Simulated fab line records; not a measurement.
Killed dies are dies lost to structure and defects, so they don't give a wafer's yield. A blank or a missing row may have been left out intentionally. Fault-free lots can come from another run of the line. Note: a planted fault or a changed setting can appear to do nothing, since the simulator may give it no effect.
Chamber matching / flow n5_finfet / rie_diel-02 running N5_BEOL_M4_ETCH_77: 4 sister chambers
The step etches underlayer in N2/H2, target depth 6.5 nm, time 5.2 s. 4 wafers are shown with their chamber, then 9 later ones without.

WAFERS PAIRED WITH THEIR CHAMBERS
wafer=L078.2; chamber=2; drypump_motor_current_A (A)=5.8
wafer=L078.6; chamber=3; drypump_motor_current_A (A)=6.0
wafer=L079.3; chamber=0; drypump_motor_current_A (A)=6.3
wafer=L079.6; chamber=1; drypump_motor_current_A (A)=5.4

WAFERS WITHOUT THEIR CHAMBER
wafer=L080.1; drypump_motor_current_A (A)=6.3
wafer=L080.3; drypump_motor_current_A (A)=6.0
wafer=L080.5; drypump_motor_current_A (A)=6.0
wafer=L086.1; drypump_motor_current_A (A)=6.4
wafer=L086.4; drypump_motor_current_A (A)=5.4
wafer=L086.6; drypump_motor_current_A (A)=6.0
wafer=L096.2; drypump_motor_current_A (A)=6.3
wafer=L096.3; drypump_motor_current_A (A)=6.0
wafer=L096.5; drypump_motor_current_A (A)=5.4

CHAMBER TAKEN BY EACH
wafer=L080.1; from the rows above=0; in truth=0
wafer=L080.3; from the rows above=3; in truth=3
wafer=L080.5; from the rows above=3; in truth=3
wafer=L086.1; from the rows above=0; in truth=0
wafer=L086.4; from the rows above=1; in truth=1
wafer=L086.6; from the rows above=3; in truth=3
wafer=L096.2; from the rows above=0; in truth=0
wafer=L096.3; from the rows above=3; in truth=3
wafer=L096.5; from the rows above=1; in truth=1
Correctly placed: 9 of 9. From these rows, 0 cannot be placed. Wrongly placed: 0.
How it was worked out, from the rows above alone: a wafer's distance from a chamber is the root of the sum, over the readings, of the square of ((its reading less the chamber's mean) divided by the reading's scatter). The wafer belongs to the nearest chamber; if the next one is less than 2 further off, it can't be placed. A chamber's mean is the mean of its shown wafers. The scatter: with one shown wafer a chamber, the root of the mean of the squares of how far each hidden wafer lies from its nearest shown one.
